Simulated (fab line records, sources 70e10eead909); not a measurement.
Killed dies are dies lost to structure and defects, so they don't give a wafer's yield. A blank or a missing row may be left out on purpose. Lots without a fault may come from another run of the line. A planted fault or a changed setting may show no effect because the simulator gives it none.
Which tool did it? | flow nand_harc | 13 lots, 39 wafers sampled, at 5 steps of a route of 1302

WHAT THE GAUGES READ, wafer by wafer
NHARC_END_SORT_01. Usual: killed_at_array 54, standard deviation 23; killed_at_other 1.2, standard deviation 1.5; killed_at_periphery 3.9, standard deviation 2.5; killed_dies 59, standard deviation 23; killed_open 3.2, standard deviation 1.7; killed_short 2.4, standard deviation 1.6.
lot  | measured     | on        | killed_at_array | killed_at_other | killed_at_periphery | killed_dies | killed_open | killed_short | flag
L548 | day 29 20:08 | prober-01 | 52 141 51       | 0 0 0           | 6 2 6               | 58 143 57   | 2 3 5       | 3 3 1        |

WHICH TOOL RAN EACH LOT (tool, then ch and the chambers of the sampled wafers, then the start)
lot  | NHARC_A_CHANNEL_FILL_D1_ALD_14   | NHARC_THIN_TSV_ETCH_15           | NHARC_THIN_TSV_PVD_51                   | NHARC_THIN_TSV_ETCH_59
L536 | ald_hk-04 ch 2,3, day 8 23:31    | rie_si-05 ch 1,2,3, day 23 23:17 | pvd_sputter-01, day 24 04:38 or earlier | rie_metal-03 ch 1, day 24 04:38
L537 | ald_hk-03 ch 0,1,3, day 9 16:44  | rie_si-06 ch 0,2,3, day 24 07:29 | pvd_sputter-03, day 24 13:04 or earlier | rie_metal-03 ch 0,1, day 24 13:04
L539 | ald_hk-02 ch 0,2,3, day 10 09:22 | rie_si-01 ch 0,2,3, day 24 14:43 | pvd_sputter-01, day 24 20:04 or earlier | rie_metal-03 ch 1, day 24 20:04
L538 | ald_hk-04 ch 1,2, day 10 13:24   | rie_si-01 ch 0,2, day 24 23:40   | pvd_sputter-03, day 25 05:05 or earlier | rie_metal-02 ch 0,1, day 25 05:05
L548 | ald_hk-03 ch 1,2,3, day 14 14:10 | rie_si-06 ch 1,2,3, day 29 05:49 | pvd_sputter-01, day 29 11:20 or earlier | rie_metal-03 ch 0,1, day 29 11:20
L551 | ald_hk-02 ch 0,1,2, day 15 07:54 | rie_si-05 ch 0,1,2, day 29 21:04 | pvd_sputter-01, day 30 02:25 or earlier | rie_metal-02 ch 0,1, day 30 02:25
L552 | ald_hk-02 ch 0,1,3, day 16 00:57 | rie_si-06 ch 0,1,3, day 30 04:20 | pvd_sputter-02, day 30 16:46 or earlier | rie_metal-01 ch 0, day 30 16:46
L553 | ald_hk-04 ch 1,2,3, day 16 06:38 | rie_si-01 ch 0,2,3, day 31 01:53 | pvd_sputter-02, day 31 13:13 or earlier | rie_metal-03 ch 0,1, day 31 13:13
L556 | ald_hk-02 ch 1,2,3, day 17 11:02 | rie_si-05 ch 0,2,3, day 32 12:43 | pvd_sputter-01, day 32 18:13 or earlier | rie_metal-01 ch 0,1, day 32 18:13
L555 | ald_hk-02 ch 0,1,3, day 17 11:16 | rie_si-01 ch 1,2, day 31 15:06   | pvd_sputter-03, day 31 20:29 or earlier | rie_metal-02 ch 0, day 31 20:29
L557 | ald_hk-03 ch 0,2,3, day 18 00:46 | rie_si-01 ch 1,2,3, day 32 13:55 | pvd_sputter-01, day 32 19:22 or earlier | rie_metal-03 ch 0,1, day 32 19:22
L558 | ald_hk-04 ch 2,3, day 18 15:03   | rie_si-06 ch 0,1,3, day 33 03:24 | pvd_sputter-02, day 33 09:14 or earlier | rie_metal-03 ch 0,1, day 33 09:14
L559 | ald_hk-03 ch 0,3, day 19 03:56   | rie_si-01 ch 0,1,2, day 34 00:17 | pvd_sputter-03, day 34 05:32 or earlier | rie_metal-03 ch 0,1, day 34 05:32
- NHARC_A_CHANNEL_FILL_D1_ALD_14: deposits SiO2, target thk 2.5 nm, pulse time 10 s, ald cycles 25.
- NHARC_THIN_TSV_ETCH_15: target depth 3000 nm, bosch target overetch cycles 2, bosch etch step 2.8 s.
- NHARC_THIN_TSV_PVD_51: deposits Cu, target thk 100 nm.
- NHARC_THIN_TSV_ETCH_59: etches the open film in Cl2/BCl3, target depth 880 nm, time 138.1 s.

WHAT THE TOOLS THEMSELVES READ (means of the sampled wafers that have a number; where no wafer has one, the mark that the record gives instead)
NHARC_A_CHANNEL_FILL_D1_ALD_14. Usual: heater_power_w 474 W, standard deviation 44; precursor_pulse_height_rel 0.999, standard deviation 0.019.
lot  | tool      | heater_power_w (W) | precursor_pulse_height_rel | flag
L536 | ald_hk-04 | 519                | 1.011                      |
L537 | ald_hk-03 | 454                | 1.012                      |
L539 | ald_hk-02 | 468                | 1.022                      |
L538 | ald_hk-04 | 536                | 0.995                      |
L548 | ald_hk-03 | 441                | 0.990                      |
L551 | ald_hk-02 | 464                | 1.015                      |
L552 | ald_hk-02 | 498                | 1.013                      |
L553 | ald_hk-04 | 512                | 0.990                      |
L556 | ald_hk-02 | 502                | 1.000                      |
L555 | ald_hk-02 | 506                | 0.991                      |
L557 | ald_hk-03 | 460                | 0.988                      |
L558 | ald_hk-04 | 515                | 0.998                      |
L559 | ald_hk-03 | 463                | 0.990                      |

NHARC_THIN_TSV_ETCH_15. Usual: drypump_motor_current_A 6.0 A, standard deviation 0.48.
lot  | tool      | drypump_motor_current_A (A) | flag
L536 | rie_si-05 | 6.2                         |
L537 | rie_si-06 | 6.1                         |
L539 | rie_si-01 | 5.5                         |
L538 | rie_si-01 | 5.1                         |
L548 | rie_si-06 | 6.1                         |
L551 | rie_si-05 | 6.1                         |
L552 | rie_si-06 | 5.9                         |
L553 | rie_si-01 | 5.5                         |
L556 | rie_si-05 | 5.9                         |
L555 | rie_si-01 | 5.6                         |
L557 | rie_si-01 | 6.0                         |
L558 | rie_si-06 | 6.0                         |
L559 | rie_si-01 | 5.5                         |

NHARC_THIN_TSV_PVD_51. Usual: throttle_valve_pct 29.8 %, standard deviation 1.1.
lot  | tool           | throttle_valve_pct (%) | flag
L536 | pvd_sputter-01 | 30.3                   |
L537 | pvd_sputter-03 | 29.2                   |
L539 | pvd_sputter-01 | 30.7                   |
L538 | pvd_sputter-03 | 29.5                   |
L548 | pvd_sputter-01 | 29.6                   |
L551 | pvd_sputter-01 | 30.2                   |
L552 | pvd_sputter-02 | 29.8                   |
L553 | pvd_sputter-02 | 29.9                   |
L556 | pvd_sputter-01 | 29.9                   |
L555 | pvd_sputter-03 | 29.4                   |
L557 | pvd_sputter-01 | 30.5                   |
L558 | pvd_sputter-02 | 29.8                   |
L559 | pvd_sputter-03 | 29.6                   |

NHARC_THIN_TSV_ETCH_59. Usual: drypump_motor_current_A 5.71 A, standard deviation 0.23; oes_product_au 1.002 a.u., standard deviation 0.0071; throttle_valve_pct 22.265 %, standard deviation 0.0093.
lot  | tool         | drypump_motor_current_A (A) | oes_product_au (a.u.) | throttle_valve_pct (%) | flag
L536 | rie_metal-03 | 5.93                        | 1.000                 | 22.262                 |
L537 | rie_metal-03 | 5.77                        | 1.004                 | 22.270                 |
L539 | rie_metal-03 | 5.92                        | 0.996                 | 22.272                 |
L538 | rie_metal-02 | 5.41                        | 1.004                 | 22.261                 |
L548 | rie_metal-03 | 5.77                        | 0.999                 | 22.276                 |
L551 | rie_metal-02 | 5.42                        | 1.009                 | 22.269                 |
L552 | rie_metal-01 | 5.68                        | 0.990                 | 22.262                 |
L553 | rie_metal-03 | 5.62                        | 1.012                 | 22.264                 |
L556 | rie_metal-01 | 5.78                        | 1.012                 | 22.275                 |
L555 | rie_metal-02 | 5.74                        | 0.999                 | 22.264                 |
L557 | rie_metal-03 | 5.61                        | 0.998                 | 22.275                 |
L558 | rie_metal-03 | 5.62                        | 0.998                 | 22.269                 |
L559 | rie_metal-03 | 5.63                        | 0.996                 | 22.260                 |

THE ANSWER, worked out from the rows above alone
Rule: a lot is off if the mean of its wafers that have a number lies more than 3 standard deviations from the usual mean. A lot without any number at a reading at which 4 lots or more have one is off too. The other lots that the step has rows for count as sound. The gauges are gone through in route order, then the tools' own readings, and for those a lot's mean is taken as printed above. The first step at which some lot is off is used, and at that step the reading that is off furthest; a lot without a number counts as furthest.
No lot is off at any reading shown: from this, nothing can be told.

WHAT THE SIMULATOR HAD PUT IN
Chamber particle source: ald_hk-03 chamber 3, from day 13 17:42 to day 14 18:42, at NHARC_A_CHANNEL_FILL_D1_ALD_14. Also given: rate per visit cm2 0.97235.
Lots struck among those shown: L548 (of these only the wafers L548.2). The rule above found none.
